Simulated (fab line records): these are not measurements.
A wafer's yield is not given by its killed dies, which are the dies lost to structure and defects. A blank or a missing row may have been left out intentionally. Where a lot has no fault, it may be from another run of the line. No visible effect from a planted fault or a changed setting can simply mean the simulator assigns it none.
Matching of chambers ; flow nand-harc ; 3 sister chambers for NHARC_A_STAIRCASE_DEP_151 on pecvd-04
The step deposits SiO2, target thk 7200 nm. 6 wafers are shown with their chamber, then 8 later ones without.

== WAFERS WITH THEIR CHAMBER ==
wafer;chamber;heater-power-w (W)
L078.4;2;594
L087.5;2;570
L088.3;0;727
L088.4;0;584
L088.5;1;609
L092.1;1;720

== WAFERS WHOSE CHAMBER IS MISSING ==
wafer;heater-power-w (W)
L092.3;677
L092.5;577
L094.1;746
L094.2;574
L094.3;645
L097.2;648
L097.3;694
L097.5;600

== WHICH CHAMBER EACH ONE RAN IN ==
wafer;from the rows above;in truth
L092.3;can't be placed: 1 or 0 or 2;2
L092.5;can't be placed: 2 or 0 or 1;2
L094.1;can't be placed: 1 or 0 or 2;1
L094.2;can't be placed: 2 or 0 or 1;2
L094.3;can't be placed: 0 or 1 or 2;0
L097.2;can't be placed: 0 or 1 or 2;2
L097.3;can't be placed: 1 or 0 or 2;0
L097.5;can't be placed: 2 or 0 or 1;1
Correct placement for 0 of the 8. Unplaceable from these rows: 8, with the true chamber sitting among the candidates in 8. Placed wrongly: 0.
How it was worked out, from the rows above alone: a wafer's distance from a chamber is the root of the sum, over the readings, of the square of ((its reading less the chamber's mean) divided by the reading's scatter). The wafer belongs to the nearest chamber; if the next one is less than 2 further off, it can't be placed. A chamber's mean is the mean of its shown wafers. How the scatter is found: for the shown wafers, subtract from each reading the mean of its chamber, square and add these, divide the total by (wafers less chambers), then take the root.
